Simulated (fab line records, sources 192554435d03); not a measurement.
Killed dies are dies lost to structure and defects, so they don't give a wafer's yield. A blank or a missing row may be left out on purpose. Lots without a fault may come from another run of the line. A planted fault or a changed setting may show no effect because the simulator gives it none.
A struck lot beside a sound one | flow n5_finfet | 37 steps out of a route of 1938
Sound: wafers L113.1, L113.2, L113.4. Struck: wafer L124.4. (L124.5 of the same lot was not struck and is left out.) The cause comes at the end.
At each step with rows: each side's tool, then ch and its chambers, then its first start. Under that, the readings that differ: sound wafers | struck wafers | difference of the means | sigmas: that difference in standard deviations of wafers without a fault.
alike: readings whose means differ by less than 2 such deviations, and words and numbers that are the same on both sides. not compared: withheld readings, readings that some wafer has no value for, bounds like >300 that may hide the same value, and numbers for which the record gives no deviation and whose values overlap.
The two part at a step that has a row with sigmas, a row that says differs or no value, or rows on one side only. Numbers that don't overlap but have no deviation are shown without sigmas and don't part them. A reading that every wafer of one side lacks parts them only if that side has two wafers or more.

first, 9 steps without rows for these wafers: N5_BEOL_M6_ALD_77 (deposits TaN, target thk 2 nm, pulse time 2 s, purge time 3 s); N5_BEOL_M6_SURFACE_TREAT_79; N5_BEOL_M6_CVD_78 (deposits Co from CCTBA/H2, target thk 2 nm, time 142.3 s); N5_BEOL_M6_SPUTTER_48 (material Cu, target thk 10 nm, time 1.667 s); N5_BEOL_M6_ECD_50 (material Cu, target thk 300 nm); N5_BEOL_M6_ANNEAL_51 (time 90 s); N5_BEOL_M6_CMP_52 (polishes, stops on SiCOH lowk, t overpolish 6.9 s, target thk 80 nm); N5_BEOL_M6_PRE_CLEAN_55 (time 15 s); N5_BEOL_M6_DEP_56 (deposits SiCN from 3MS/NH3, target thk 10 nm, time 17.5 s).
N5_BEOL_M7_ILD_DEP_00: deposits SiCOH lowk from DEMS/porogen, target thk 179.75 nm, time 33.4 s.
  sound on pecvd-02 ch 0,2, day 12 13:50; struck on pecvd-02 ch 0, day 14 19:34
  reading                                            | sound           | struck | difference | sigmas
  model.SiCOH_lowk_of_BEOL_M7_ILD_DEP_00.thk_nm (nm) | 178.2 178 180.4 | 172.8  | -6.1       |
  alike: heater_power_outer_w, heater_power_w, showerhead_plenum_p_Torr, showerhead_vpp_V, throttle_valve_pct
then, 1 step without rows for these wafers: N5_BEOL_M7_CURE_74 (cures SiCOH lowk, time 240 s).
N5_BEOL_M7_THK_MEAS_01:
  sound on film_metro-02, day 12 14:25; struck on film_metro-01, day 14 20:37
  reading         | sound             | struck | difference | sigmas
  M7_ILD_THK (nm) | 153.7 153.6 155.5 | 149.0  | -5.3       | -3
then, 23 steps without rows for these wafers: N5_BEOL_M7_PECVD_70 (deposits SiO2 from TEOS/O2, target thk 20 nm, time 22.7 s); N5_BEOL_M7_HM_DEP_02 (deposits TiN, target thk 20 nm); N5_BEOL_M7_COAT_59 (time 60 s, resist thk 100 nm); N5_BEOL_M7_COAT_60 (time 60 s, resist thk 35 nm); N5_BEOL_M7_COAT_05 (resist thk 90 nm); N5_BEOL_M7_EBR_07; N5_BEOL_M7_SOFTBAKE_06 (time 60 s); N5_BEOL_M7_EXPOSE_08 (exposes mask M7); N5_BEOL_M7_PEB_09 (peb time 60 s); N5_BEOL_M7_DEVELOP_10 (develop time 30 s); N5_BEOL_M7_DESCUM_16 (chemistry O2, time 7.9 s); N5_BEOL_M7_ETCH_61 (etches SiARC in CF4, target depth 45.5 nm, time 75.8 s); N5_BEOL_M7_ETCH_62 (etches SOC in N2/H2, target depth 110 nm, overetch 22 nm, time 165 s); N5_BEOL_M7_STRIP_68 (strips in N2/H2); N5_BEOL_M7_STRIP_67 (strips in CF4); N5_BEOL_M7_HM_OPEN_17 (chemistry Cl2/BCl3, target TiN, target depth 20 nm, overetch 6 nm); N5_BEOL_M7_STRIP_19 (strips in O2); N5_BEOL_M7_COAT_63 (time 60 s, resist thk 60 nm); N5_BEOL_M7_COAT_64 (time 60 s, resist thk 12 nm); N5_BEOL_M7_COAT_71 (time 60 s, resist thk 5 nm); N5_BEOL_M7_COAT_22 (resist thk 30 nm); N5_BEOL_M7_EBR_24; N5_BEOL_M7_SOFTBAKE_23 (time 60 s).
N5_BEOL_M7_CMP_52: polishes, stops on SiCOH lowk, t overpolish 6.9 s, target thk 80 nm.
  sound on cmp-02 ch 0,1,2, day 12 22:52; struck on cmp-02 ch 2, day 15 01:59
  reading                                            | sound             | struck | difference | sigmas
  overpolish_run_s (s)                               | 6.898 6.897 6.886 | 6.912  | +0.018     | +2
  model.SiCOH_lowk_of_BEOL_M7_ILD_DEP_00.thk_nm (nm) | 150.8 150.6 152.6 | 146    | -5         |
  alike: barrier_field_endpoint_s, clearing_platen_down_force_psi, motor_current_A, slurry_filter_dp_kPa, slurry_flow_ml_min, time_to_endpoint_s
-- the record jumps here: 3 days lie between the struck wafers' starts before and after (it left off in module BEOL_M7 and takes up again in module PASSIVATION, whose first step shown is number 1936 of the route) --
N5_PASSIVATION_PROBE_49:
  sound on prober-01, day 16 01:20; struck on prober-01, day 18 11:53
  reading         | sound  | struck | difference | sigmas
  killed_at_other | 7 2 10 | 0      | -6         | -2
  alike: defect_limited_yield, killed_at_M0_to_M3, killed_at_M4_up, killed_at_contacts, killed_at_front_end, killed_dies, killed_on_rim, killed_open, killed_short, sort_bin_5_function, sort_bin_6_memory, sort_n_pass, sort_yield_pct

WHERE THEY PART
First at N5_BEOL_M7_THK_MEAS_01; last, within this record, at N5_PASSIVATION_PROBE_49.

WHY: what the simulator had put in
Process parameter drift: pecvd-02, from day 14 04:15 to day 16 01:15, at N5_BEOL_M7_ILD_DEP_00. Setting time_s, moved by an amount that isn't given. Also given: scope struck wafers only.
